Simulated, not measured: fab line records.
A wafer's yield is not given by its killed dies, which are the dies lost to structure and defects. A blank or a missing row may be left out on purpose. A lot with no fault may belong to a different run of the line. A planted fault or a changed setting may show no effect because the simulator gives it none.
Which tool is to blame?	flow n5 finfet	13 lots with 39 wafers sampled at 6 steps, on a route of 1938 steps

WHAT EACH GAUGE READ, for each wafer
N5_GATE_CUT_CD_MEAS_13 targets a cd of 20 nm. Usual: 19.95 nm for cd nm, sd 0.29.
lot	measured	on	cd nm (nm)	flag
L374	day 4 15:34	cd sem-03	19.34 20.06 20.06	
L375	day 4 20:36	cd sem-03	20.24 20.30 20.28	
L376	day 5 04:32	cd sem-02	20.94 20.22 20.37	
L377	day 5 11:40	cd sem-01	19.87 20.04 19.99	
L378	day 5 15:01	cd sem-01	26.33 26.31 26.42	OFF
L379	day 5 18:51	cd sem-02	24.88 25.30 25.23	OFF
L380	day 5 22:49	cd sem-02	20.02 19.87 19.85	
L381	day 6 08:59	cd sem-01	19.38 19.70 19.89	
L388	day 8 02:16	cd sem-03	19.92 20.04 20.09	
L391	day 8 17:17	cd sem-02	19.86 19.86 19.91	
L392	day 9 05:04	cd sem-01	20.03 19.68 19.49	
L393	day 9 07:55	cd sem-03	20.09 20.20 20.22	
L394	day 9 14:12	cd sem-02	19.53 19.72 19.69	

N5_GATE_CUT_INSPECT_15: inspects for defects (brightfield). Usual: 127 for raw defect count, sd 54.
lot	measured	on	raw defect count	flag
L374	day 4 15:39	defect inspect-02	74 89 106	
L375	day 4 20:41	defect inspect-02	72 150 196	
L376	day 5 04:37	defect inspect-01	109 119 103	
L377	day 5 11:45	defect inspect-01	82 117 103	
L378	day 5 15:06	defect inspect-01	91 92 89	
L379	day 5 18:56	defect inspect-01	167 84 165	
L380	day 5 22:54	defect inspect-01	191 93 217	
L381	day 6 09:05	defect inspect-02	75 137 132	
L388	day 8 02:21	defect inspect-02	72 50 97	
L391	day 8 17:22	defect inspect-02	84 72 82	
L392	day 9 05:08	defect inspect-02	81 67 84	
L393	day 9 08:00	defect inspect-02	121 156 94	
L394	day 9 14:17	defect inspect-02	114 99 54	

N5_BEOL_M4_RC_MEAS_101. Usual: DIBL_N 36.4 mV/V, standard deviation 2; DIBL_P 36.1 mV/V, standard deviation 2.5; IOFF_N 0.16 nA/um, standard deviation 0.037; IOFF_P 0.20 nA/um, standard deviation 0.038; ION_N 670 uA/um, standard deviation 13; ION_P 459 uA/um, standard deviation 8.3; SS_N 71.6 mV/dec, standard deviation 0.69; SS_P 73.3 mV/dec, standard deviation 0.72; VT_N 250 mV, standard deviation 3.4; VT_P -251 mV, standard deviation 3.1.
lot	measured	on	DIBL_N (mV/V)	DIBL_P (mV/V)	IOFF_N (nA/um)	IOFF_P (nA/um)	ION_N (uA/um)	ION_P (uA/um)	SS_N (mV/dec)	SS_P (mV/dec)	VT_N (mV)	VT_P (mV)	flag
L374	day 7 17:26	prober-02	39.2 33.8 36.4	38.6 32.0 34.3	0.21 0.11 0.15	0.27 0.17 0.18	693 647 690	473 453 470	71.8 70.6 71.7	73.5 72.3 72.8	244 255 250	-246 -253 -251	
L375	day 8 09:23	prober-02	39.1 42.8 39.8	41.0 44.9 39.7	0.19 0.27 0.20	0.25 0.32 0.21	673 691 665	457 466 449	72.4 72.8 72.5	73.9 75.0 73.8	251 246 248	-250 -248 -252	
L376	day 8 06:40	prober-01	35.9 36.8 33.4	36.2 37.7 33.5	0.15 0.17 0.12	0.18 0.21 0.15	662 678 659	449 462 454	71.2 71.3 70.8	73.6 73.8 73.1	251 250 251	-252 -249 -253	
L377	day 8 11:45	prober-01	34.5 36.0 32.3	33.9 36.7 32.2	0.12 0.16 0.10	0.16 0.21 0.14	665 681 654	454 467 457	71.7 72.5 70.5	72.6 72.8 71.8	255 247 256	-255 -249 -255	
L380	day 9 11:25	prober-01	36.3 33.8 38.1	35.4 32.8 38.9	0.17 0.13 0.24	0.21 0.16 0.27	660 655 694	449 454 462	72.2 71.0 71.6	73.8 72.8 74.5	251 255 244	-250 -252 -245	
L381	day 9 08:49	prober-01	39.1 37.8 33.6	39.1 37.3 33.6	0.22 0.18 0.12	0.26 0.23 0.18	677 688 665	466 466 458	72.4 71.4 70.8	74.1 74.0 73.1	244 250 250	-248 -249 -251	
L388	day 11 03:53	prober-01	36.4 39.1 36.8	34.2 36.0 34.2	0.14 0.18 0.14	0.20 0.22 0.22	664 668 670	454 456 467	70.9 71.5 71.6	73.3 73.7 73.4	250 246 252	-251 -249 -248	
L391	day 12 07:19	prober-02	37.8 38.4 37.0	36.1 36.1 35.6	0.15 0.17 0.15	0.22 0.22 0.22	676 679 685	467 465 476	72.1 72.0 71.7	73.2 73.1 73.2	249 250 249	-249 -248 -250	
L392	day 13 02:29	prober-01	37.0 35.0 35.4	39.0 34.6 36.6	0.17 0.12 0.13	0.27 0.20 0.22	674 654 661	469 461 467	71.6 71.4 71.2	73.9 72.7 73.8	252 254 253	-246 -250 -247	
L393	day 12 15:27	prober-02	39.0 34.5 33.6	40.1 34.5 33.7	0.21 0.12 0.11	0.25 0.16 0.15	684 657 654	464 454 450	72.2 71.0 71.1	73.8 72.7 72.6	248 255 255	-249 -255 -254	
L394	day 13 09:29	prober-02	35.5 34.2 37.4	35.2 34.1 36.8	0.15 0.12 0.19	0.21 0.18 0.22	669 669 668	460 459 456	72.0 71.5 73.1	72.5 72.3 73.3	250 255 247	-250 -251 -249	

EACH LOT AND THE TOOL THAT RAN IT (in order: tool; ch and the chambers of the sampled wafers; start)
lot	N5_GATE_CUT_ETCHBACK_30	N5_GATE_CUT_VAPOR_ETCH_60	N5_GATE_CUT_EXPOSE_10
L374	rie metal-03 ch 0,1, day 4 11:53	rie metal-03 ch 0,1, day 4 11:55	euv scanner-02 ch 0, day 4 15:26
L375	rie metal-02 ch 0,1, day 4 13:29	rie metal-02 ch 0,1, day 4 13:31	euv scanner-02 ch 0, day 4 20:29
L376	rie metal-01 ch 0,1, day 5 00:38	rie metal-01 ch 0,1, day 5 00:40	euv scanner-02 ch 0, day 5 04:23
L377	rie metal-02 ch 0,1, day 5 08:14	rie metal-02 ch 0,1, day 5 08:16	euv scanner-02 ch 0, day 5 11:32
L378	rie metal-01 ch 0,1, day 5 11:40	rie metal-01 ch 0,1, day 5 11:42	euv scanner-02 ch 0, day 5 14:53
L379	rie metal-01 ch 0,1, day 5 15:31	rie metal-01 ch 0,1, day 5 15:32	euv scanner-02 ch 0, day 5 18:43
L380	rie metal-03 ch 0,1, day 5 19:22	rie metal-03 ch 0,1, day 5 19:23	euv scanner-01 ch 0, day 5 22:41
L381	rie metal-01 ch 0,1, day 6 05:18	rie metal-01 ch 0,1, day 6 05:20	euv scanner-01 ch 0, day 6 08:52
L388	rie metal-03 ch 1, day 7 22:50	rie metal-03 ch 1, day 7 22:54	euv scanner-01 ch 0, day 8 02:08
L391	rie metal-01 ch 0,1, day 8 12:34	rie metal-01 ch 0,1, day 8 12:36	euv scanner-01 ch 0, day 8 17:10
L392	rie metal-02 ch 0,1, day 9 01:38	rie metal-02 ch 0,1, day 9 01:40	euv scanner-01 ch 0, day 9 04:56
L393	rie metal-01 ch 0,1, day 9 04:24	rie metal-01 ch 0,1, day 9 04:26	euv scanner-01 ch 0, day 9 07:47
L394	rie metal-02 ch 0,1, day 9 09:39	rie metal-02 ch 0,1, day 9 09:41	euv scanner-01 ch 0, day 9 14:04
- N5_GATE_CUT_ETCHBACK_30: etches TiN in Cl2/Ar, target depth 3 nm.
- N5_GATE_CUT_VAPOR_ETCH_60: etches HfO2 in BCl3/Cl2.
- N5_GATE_CUT_EXPOSE_10: exposes mask GATE CUT, target cd 20 nm.

WHAT THE TOOLS THEMSELVES READ (means of the sampled wafers that have a number; where no wafer has one, the mark that the record gives instead)
N5_GATE_CUT_ETCHBACK_30. Usual: bias w 60.00 W, standard deviation 0.15; drypump motor current A 5.7 A, standard deviation 0.46; oes_ar_750_au 0.69 a.u., standard deviation 0.082; oes product au 0.70 a.u., standard deviation 0.083; throttle valve pct 21.05 %, standard deviation 0.14.
lot	tool	bias w (W)	drypump motor current A (A)	oes_ar_750_au (a.u.)	oes product au (a.u.)	throttle valve pct (%)	flag
L374	rie metal-03	60.03	5.6	0.69	0.69	20.99	
L375	rie metal-02	60.01	5.4	0.62	0.61	21.16	
L376	rie metal-01	60.11	5.9	0.71	0.71	20.97	
L377	rie metal-02	60.08	5.3	0.62	0.62	21.17	
L378	rie metal-01	59.94	5.9	0.71	0.71	20.97	
L379	rie metal-01	59.97	6.0	0.71	0.73	21.07	
L380	rie metal-03	60.06	6.0	0.67	0.67	20.96	
L381	rie metal-01	59.99	5.9	0.70	0.71	20.97	
L388	rie metal-03	59.74	5.1	0.68	0.69	21.07	
L391	rie metal-01	60.03	6.0	0.70	0.71	21.09	
L392	rie metal-02	59.94	5.3	0.74	0.74	21.14	
L393	rie metal-01	59.83	5.9	0.69	0.69	20.99	
L394	rie metal-02	60.06	5.6	0.83	0.82	21.05	

N5_GATE_CUT_VAPOR_ETCH_60. Usual: drypump motor current A 5.7 A, standard deviation 0.46; oes product au 0.70 a.u., standard deviation 0.086.
lot	tool	drypump motor current A (A)	oes product au (a.u.)	flag
L374	rie metal-03	5.6	0.70	
L375	rie metal-02	5.4	0.61	
L376	rie metal-01	5.9	0.71	
L377	rie metal-02	5.3	0.62	
L378	rie metal-01	5.9	0.70	
L379	rie metal-01	6.0	0.72	
L380	rie metal-03	6.0	0.68	
L381	rie metal-01	5.9	0.70	
L388	rie metal-03	5.2	0.70	
L391	rie metal-01	6.0	0.70	
L392	rie metal-02	5.3	0.72	
L393	rie metal-01	5.9	0.68	
L394	rie metal-02	5.6	0.83	

N5_GATE_CUT_EXPOSE_10. Usual: exposure dose mJ cm2 43.22, standard deviation 0.054; reticle temp C 22.98 C, standard deviation 0.11; stage msd nm 0.820 nm, standard deviation 0.027.
lot	tool	exposure dose mJ cm2	reticle temp C (C)	stage msd nm (nm)	flag
L374	euv scanner-02	43.21	22.95	0.859	
L375	euv scanner-02	43.20	23.04	0.857	
L376	euv scanner-02	43.12	22.98	0.856	
L377	euv scanner-02	43.18	22.81	0.856	
L378	euv scanner-02	59.34	23.08	0.857	OFF
L379	euv scanner-02	56.13	23.08	0.853	OFF
L380	euv scanner-01	43.26	22.91	0.795	
L381	euv scanner-01	43.29	22.92	0.796	
L388	euv scanner-01	43.28	22.89	0.797	
L391	euv scanner-01	43.18	23.09	0.795	
L392	euv scanner-01	43.25	23.07	0.798	
L393	euv scanner-01	43.23	22.90	0.798	
L394	euv scanner-01	43.27	22.91	0.800	

THE ANSWER, worked out from the rows above alone
Rule: take the mean of a lot's wafers that have a number; if it is more than 3 standard deviations from the usual mean, the lot is off. A lot without any number at a reading at which 4 lots or more have one is off too. The other lots that the step has rows for count as sound. The gauges are gone through in route order, then the tools' own readings, and for those a lot's mean is taken as printed above. At the first step where some lot is off, the reading lying furthest off is the one used; lots without a number count as furthest.
Off: L378, L379, at N5_GATE_CUT_CD_MEAS_13 (cd nm).
A tool fits if, at a process step before that reading, it ran every lot that is off, and no sound lot after the first of them. Not tried: the gauges at N5_GATE_CUT_CD_MEAS_13; whatever is off there is also off at N5_GATE_CUT_EXPOSE_10, on other tools, and gauge error can't account for it. One fits: N5_GATE_CUT_EXPOSE_10 on euv scanner-02. Its last sound lot is L377 (day 5 11:32), its first lot that is off L378 (day 5 14:53): a fault that began between those two fits.
The tool's own readings at N5_GATE_CUT_EXPOSE_10 bear it out: on the lots that are off they differ by more than 5 times the standard deviation of the sound lots' means. exposure dose mJ cm2 reads 57.73 there against 43.22 on the sound lots.

WHAT WAS PUT IN BY THE SIMULATOR
Drift in process parameters on euv scanner-02 at N5_GATE_CUT_EXPOSE_10, starting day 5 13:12. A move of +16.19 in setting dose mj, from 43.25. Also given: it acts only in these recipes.
Shown lots that were struck: L378, L379. The rule above found the same.
